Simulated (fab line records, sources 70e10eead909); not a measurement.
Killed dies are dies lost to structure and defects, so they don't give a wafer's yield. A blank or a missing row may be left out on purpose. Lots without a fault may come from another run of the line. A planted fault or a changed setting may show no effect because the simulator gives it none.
Chamber matching | flow nand_harc | NHARC_A_STAIRCASE_ETCHBACK_422 on rie_diel-10: 4 sister chambers
The step etches the open film in CH3F/O2, target depth 40 nm, time 74.286 s. 8 wafers are shown with their chamber, then 12 later ones without.

WAFERS WITH THEIR CHAMBER
wafer  | chamber | drypump_motor_current_A (A) | showerhead_plenum_p_Torr (Torr)
L084.4 | 0       | 5.7                         | 2.38
L084.5 | 0       | 5.7                         | 2.38
L085.6 | 1       | 5.0                         | 2.48
L089.5 | 2       | 5.8                         | 2.40
L089.6 | 3       | 6.2                         | 2.39
L090.1 | 1       | 5.0                         | 2.47
L090.2 | 2       | 5.7                         | 2.40
L090.4 | 3       | 6.2                         | 2.39

WAFERS WITHOUT THEIR CHAMBER
wafer  | drypump_motor_current_A (A) | showerhead_plenum_p_Torr (Torr)
L093.1 | 5.0                         | 2.47
L093.2 | 5.7                         | 2.38
L093.4 | 6.3                         | 2.39
L094.3 | 5.7                         | 2.39
L094.4 | 6.2                         | 2.39
L094.6 | 6.2                         | 2.39
L097.2 | 5.7                         | 2.39
L097.3 | 6.2                         | 2.39
L097.4 | 5.7                         | 2.37
L096.2 | 5.1                         | 2.46
L096.3 | 6.2                         | 2.39
L096.6 | 5.7                         | 2.37

WHICH CHAMBER EACH WENT THROUGH
wafer  | from the rows above     | in truth
L093.1 | 1                       | 1
L093.2 | 0                       | 0
L093.4 | 3                       | 3
L094.3 | can't be placed: 0 or 2 | 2
L094.4 | 3                       | 3
L094.6 | 3                       | 3
L097.2 | can't be placed: 0 or 2 | 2
L097.3 | 3                       | 3
L097.4 | 0                       | 0
L096.2 | 1                       | 1
L096.3 | 3                       | 3
L096.6 | 0                       | 0
Placed correctly: 10 of 12. Can't be placed from these rows: 2 (the true chamber is among the candidates in 2). Placed wrongly: 0.
How it was worked out, from the rows above alone: a wafer's distance from a chamber is the root of the sum, over the readings, of the square of ((its reading less the chamber's mean) divided by the reading's scatter). The wafer belongs to the nearest chamber; if the next one is less than 2 further off, it can't be placed. A chamber's mean is the mean of its shown wafers. The scatter: the root of (the sum of the squares of (reading less its chamber's mean) over the shown wafers, divided by (wafers less chambers)).
